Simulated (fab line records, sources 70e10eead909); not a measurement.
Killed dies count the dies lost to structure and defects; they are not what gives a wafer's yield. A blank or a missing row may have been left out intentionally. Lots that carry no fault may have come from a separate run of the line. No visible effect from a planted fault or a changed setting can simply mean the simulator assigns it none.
Matching of chambers || flow nandHarc || 4 sister chambers for NHARC_A_STAIRCASE_TRIM_220 on rieDiel-01
The step chemistry O2, time 211.2 s. 8 wafers are shown with their chamber, then 11 later ones without.

== WAFERS PAIRED WITH THEIR CHAMBERS ==
{"wafer": "L078.4", "chamber": 3, "drypumpMotorCurrentA (A)": 5.7, "showerheadPlenumPTorr (Torr)": 3.55}
{"wafer": "L080.2", "chamber": 3, "drypumpMotorCurrentA (A)": 5.7, "showerheadPlenumPTorr (Torr)": 3.55}
{"wafer": "L080.1", "chamber": 0, "drypumpMotorCurrentA (A)": 6.2, "showerheadPlenumPTorr (Torr)": 3.62}
{"wafer": "L081.4", "chamber": 0, "drypumpMotorCurrentA (A)": 6.2, "showerheadPlenumPTorr (Torr)": 3.63}
{"wafer": "L087.3", "chamber": 2, "drypumpMotorCurrentA (A)": 6.3, "showerheadPlenumPTorr (Torr)": 3.46}
{"wafer": "L087.4", "chamber": 1, "drypumpMotorCurrentA (A)": 5.0, "showerheadPlenumPTorr (Torr)": 3.69}
{"wafer": "L087.5", "chamber": 1, "drypumpMotorCurrentA (A)": 5.1, "showerheadPlenumPTorr (Torr)": 3.69}
{"wafer": "L086.1", "chamber": 2, "drypumpMotorCurrentA (A)": 6.3, "showerheadPlenumPTorr (Torr)": 3.46}

== WAFERS WITHOUT THEIR CHAMBER ==
{"wafer": "L086.4", "drypumpMotorCurrentA (A)": 6.2, "showerheadPlenumPTorr (Torr)": 3.62}
{"wafer": "L086.6", "drypumpMotorCurrentA (A)": 5.7, "showerheadPlenumPTorr (Torr)": 3.54}
{"wafer": "L089.1", "drypumpMotorCurrentA (A)": 6.3, "showerheadPlenumPTorr (Torr)": 3.46}
{"wafer": "L089.2", "drypumpMotorCurrentA (A)": 5.7, "showerheadPlenumPTorr (Torr)": 3.54}
{"wafer": "L089.4", "drypumpMotorCurrentA (A)": 5.1, "showerheadPlenumPTorr (Torr)": 3.69}
{"wafer": "L093.1", "drypumpMotorCurrentA (A)": 5.1, "showerheadPlenumPTorr (Torr)": 3.69}
{"wafer": "L093.2", "drypumpMotorCurrentA (A)": 5.7, "showerheadPlenumPTorr (Torr)": 3.54}
{"wafer": "L093.3", "drypumpMotorCurrentA (A)": 6.3, "showerheadPlenumPTorr (Torr)": 3.45}
{"wafer": "L095.1", "drypumpMotorCurrentA (A)": 5.7, "showerheadPlenumPTorr (Torr)": 3.53}
{"wafer": "L095.2", "drypumpMotorCurrentA (A)": 6.3, "showerheadPlenumPTorr (Torr)": 3.45}
{"wafer": "L095.3", "drypumpMotorCurrentA (A)": 5.1, "showerheadPlenumPTorr (Torr)": 3.68}

== CHAMBER TAKEN BY EACH ==
{"wafer": "L086.4", "from the rows above": 0, "in truth": 0}
{"wafer": "L086.6", "from the rows above": 3, "in truth": 3}
{"wafer": "L089.1", "from the rows above": 2, "in truth": 2}
{"wafer": "L089.2", "from the rows above": 3, "in truth": 3}
{"wafer": "L089.4", "from the rows above": 1, "in truth": 1}
{"wafer": "L093.1", "from the rows above": 1, "in truth": 1}
{"wafer": "L093.2", "from the rows above": 3, "in truth": 3}
{"wafer": "L093.3", "from the rows above": 2, "in truth": 2}
{"wafer": "L095.1", "from the rows above": 3, "in truth": 3}
{"wafer": "L095.2", "from the rows above": 2, "in truth": 2}
{"wafer": "L095.3", "from the rows above": 1, "in truth": 1}
Correctly placed: 11 of 11. Number that these rows cannot place: 0. Wrongly placed: 0.
How it was worked out, from the rows above alone: a wafer's distance from a chamber is the root of the sum, over the readings, of the square of ((its reading less the chamber's mean) divided by the reading's scatter). The wafer belongs to the nearest chamber; if the next one is less than 2 further off, it can't be placed. A chamber's mean is the mean of its shown wafers. How the scatter is found: for the shown wafers, subtract from each reading the mean of its chamber, square and add these, divide the total by (wafers less chambers), then take the root.
